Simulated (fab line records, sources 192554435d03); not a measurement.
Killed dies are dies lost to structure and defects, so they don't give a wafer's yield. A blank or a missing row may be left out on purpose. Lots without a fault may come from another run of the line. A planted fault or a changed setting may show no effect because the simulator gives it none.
Chamber matching | flow n5_finfet | N5_BEOL_M0_SAQP_ETCH_106 on rie_diel-06: 4 sister chambers
The step etches SOC in N2/H2, stops on SiNx, target depth 150 nm. 14 wafers are shown with their chamber, then 7 later ones without.

WAFERS WITH THEIR CHAMBER
wafer  | chamber | showerhead_plenum_p_Torr (Torr) | drypump_motor_current_A (A) | throttle_valve_pct (%)
L075.1 | 3       | 2.67                            | 5.7                         | 17.64
L075.3 | 0       | 2.42                            | 6.2                         | 17.90
L075.5 | 0       | 2.42                            | 6.2                         | 17.89
L077.2 | 2       | 2.50                            | 5.0                         | 17.35
L077.3 | 0       | 2.42                            | 6.2                         | 17.89
L077.6 | 0       | 2.42                            | 6.2                         | 17.89
L078.2 | 3       | 2.67                            | 5.7                         | 17.64
L078.3 | 0       | 2.42                            | 6.2                         | 17.90
L078.6 | 0       | 2.42                            | 6.3                         | 17.90
L079.1 | 3       | 2.66                            | 5.8                         | 17.64
L079.2 | 1       | 2.51                            | 5.1                         | 17.69
L079.5 | 0       | 2.42                            | 6.2                         | 17.90
L087.3 | 0       | 2.41                            | 6.2                         | 17.93
L087.4 | 2       | 2.49                            | 5.0                         | 17.40

SIGNATURES (means of the wafers above)
reading                  | chamber 0 | chamber 1 | chamber 2 | chamber 3 | scatter within a chamber
showerhead_plenum_p_Torr | 2.4188    | 2.5100    | 2.4950    | 2.6667    | 0.00452
drypump_motor_current_A  | 6.213     | 5.100     | 5.000     | 5.733     | 0.0393
throttle_valve_pct       | 17.9000   | 17.6900   | 17.3750   | 17.6400   | 0.0157
Rule: a wafer's distance from a chamber is the root of the sum, over the readings, of the square of ((its reading less the chamber's mean) divided by the reading's scatter). The wafer belongs to the nearest chamber; if the next one is less than 2 further off, it can't be placed. The scatter: the root of (the sum of the squares of (reading less its chamber's mean) over the shown wafers, divided by (wafers less chambers)).

WAFERS WITHOUT THEIR CHAMBER
wafer  | showerhead_plenum_p_Torr (Torr) | drypump_motor_current_A (A) | throttle_valve_pct (%)
L087.5 | 2.50                            | 5.0                         | 17.69
L091.3 | 2.65                            | 5.7                         | 17.68
L091.5 | 2.65                            | 5.7                         | 17.68
L091.6 | 2.50                            | 5.1                         | 17.73
L096.1 | 2.50                            | 5.1                         | 17.74
L096.4 | 2.65                            | 5.7                         | 17.67
L096.5 | 2.50                            | 5.1                         | 17.74

WHICH CHAMBER EACH WENT THROUGH
wafer  | from the rows above | in truth
L087.5 | 1                   | 1
L091.3 | 3                   | 3
L091.5 | 3                   | 3
L091.6 | 1                   | 1
L096.1 | 1                   | 1
L096.4 | 3                   | 3
L096.5 | 1                   | 1
Placed correctly: 7 of 7. Can't be placed from these rows: 0. Placed wrongly: 0.
